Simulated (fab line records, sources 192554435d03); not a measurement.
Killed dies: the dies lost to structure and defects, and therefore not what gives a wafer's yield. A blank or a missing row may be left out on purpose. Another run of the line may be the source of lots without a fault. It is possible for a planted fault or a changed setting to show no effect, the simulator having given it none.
Struck lot and sound lot, side by side ; flow n5Finfet ; 20 steps out of a route of 1938
Sound: wafers L643.3, L643.4, L643.5. The struck wafers were L658.1, L658.3, L658.5. The cause is named last.
At each step with rows: each side's tool, then ch and its chambers, then its first start. Under that, the readings that differ: sound wafers ; struck wafers ; difference of the means ; sigmas: that difference in standard deviations of wafers without a fault.
alike: readings with means less than 2 such deviations apart, plus words and numbers identical on both sides. not compared: withheld readings, readings lacking a value on some wafer, bounds such as >300 that could conceal the same value, and numbers that have no deviation in the record and whose values overlap.
Wherever a step has rows on one side only, a row that says differs or no value, or a row with sigmas, the two part there. Numbers that don't overlap but have no deviation are shown without sigmas and don't part them. A reading missing from all wafers of one side parts the sides only when that side holds two or more wafers.

first, 8 steps without rows for these wafers: N5_BEOL_M10_COAT_59 (time 60 s, resist thk 100 nm); N5_BEOL_M10_COAT_60 (time 60 s, resist thk 30 nm); N5_BEOL_M10_COAT_05 (resist thk 90 nm); N5_BEOL_M10_EBR_07; N5_BEOL_M10_SOFTBAKE_06 (time 60 s); N5_BEOL_M10_EXPOSE_08 (exposes mask M10); N5_BEOL_M10_PEB_09 (peb time 60 s); N5_BEOL_M10_DEVELOP_10 (develop time 30 s).
N5_BEOL_M10_CD_MEAS_11: the cd target is 64.1 nm.
  sound on cdSem-01 ch 0, day 11 03:45; struck on cdSem-02 ch 0, day 16 09:52
  alike: cdNm
N5_BEOL_M10_OVL_MEAS_12:
  sound on overlay-01 ch 0, day 11 03:46; struck on overlay-01 ch 0, day 16 09:53
  alike: M10_OVL
N5_BEOL_M10_INSPECT_13: inspects for defects (brightfield).
  struck on defectInspect-02, day 16 09:55; sound on defectInspect-01, day 11 03:48
  alike: rawDefectCount
N5_BEOL_M10_DESCUM_16: chemistry O2, time 7.9 s.
  sound on rieDiel-03 ch 1,2, day 11 03:50; struck on rieDiel-03 ch 0,1, day 16 09:57
  alike: drypumpMotorCurrentA, oesProductAu, rfVppV, showerheadPlenumPTorr, throttleValvePct
  not compared: rfHoursCounterH
N5_BEOL_M10_ETCH_61: etches SiARC in CF4, target depth 39 nm, time 65 s.
  sound on rieDiel-03 ch 1,2, day 11 03:52; struck on rieDiel-03 ch 0,1, day 16 09:59
  no value came back on the struck wafers for any of 8 readings (biasW (W), cf4FlowSccm (sccm) and others); on the sound wafers biasW (W) reads 36.12 36.24 35.91
reading;sound;struck;difference;sigmas
model.CAR-ArF_of_BEOL_M10_COAT_05.thkNm (nm);55.6 55.8 55.8;83.6 83.6 83.6;+27.9;
  not compared: rfHoursCounterH
N5_BEOL_M10_ETCH_62: etches SOC in N2/H2, target depth 110 nm, overetch 22 nm, time 165 s.
  sound on rieDiel-03 ch 1,2, day 11 03:55; struck on rieDiel-03 ch 0,1, day 16 10:02
reading;sound;struck;difference;sigmas
oesProductAu (a.u.);0.68 0.71 0.69;0.30 0.29 0.31;-0.39;-6
  alike: biasW, chamberPressureMTorr, drypumpMotorCurrentA, rfVppV, showerheadPlenumPTorr, throttleValvePct
  not compared: rfHoursCounterH
then, 1 step without rows for these wafers: N5_BEOL_M10_STRIP_68 (strips in N2/H2).
N5_BEOL_M10_STRIP_67: strips in CF4.
  sound on rieDiel-03 ch 1,2, day 11 04:04; struck on rieDiel-03 ch 0,1, day 16 10:11
  alike: cf4FlowSccm, drypumpMotorCurrentA, oesProductAu, rfVppV, showerheadPlenumPTorr, throttleValvePct
  not compared: rfHoursCounterH
N5_BEOL_M10_HM_OPEN_17: chemistry Cl2/BCl3, target TiN, target depth 20 nm, overetch 6 nm.
  sound on rieMetal-03 ch 0,1, day 11 04:08; struck on rieMetal-02 ch 0, day 16 10:13
reading;sound;struck;difference;sigmas
oesProductAu (a.u.);0.52 0.69 0.53;0.30 0.30 0.30;-0.28;-5
throttleValvePct (%);22.26 22.13 22.26;22.93 22.92 22.94;+0.71;+3
  alike: drypumpMotorCurrentA
  not compared: rfHoursCounterH
N5_BEOL_M10_STRIP_19: strips in O2.
  sound on rieDiel-01 ch 1,3, day 11 04:13; struck on rieDiel-01 ch 2,3, day 16 10:22
  alike: drypumpMotorCurrentA, oesProductAu, rfVppV, showerheadPlenumPTorr, throttleValvePct
  not compared: rfHoursCounterH
N5_BEOL_M10_CD_MEAS_18: pitch 140 nm, target cd 70 nm.
  struck on cdSem-01, day 16 10:26; sound on cdSem-01, day 11 04:17
reading;sound;struck;difference;sigmas
cdNm (nm);69.5 69.4 68.9;- - -;no value on the struck wafers;
then, 1 step without rows for these wafers: N5_BEOL_M10_COAT_63 (time 60 s, resist thk 100 nm).

WHERE THEY PART
Earliest at N5_BEOL_M10_ETCH_61; latest, in this record, at N5_BEOL_M10_CD_MEAS_18.

WHY: the cause the simulator had injected
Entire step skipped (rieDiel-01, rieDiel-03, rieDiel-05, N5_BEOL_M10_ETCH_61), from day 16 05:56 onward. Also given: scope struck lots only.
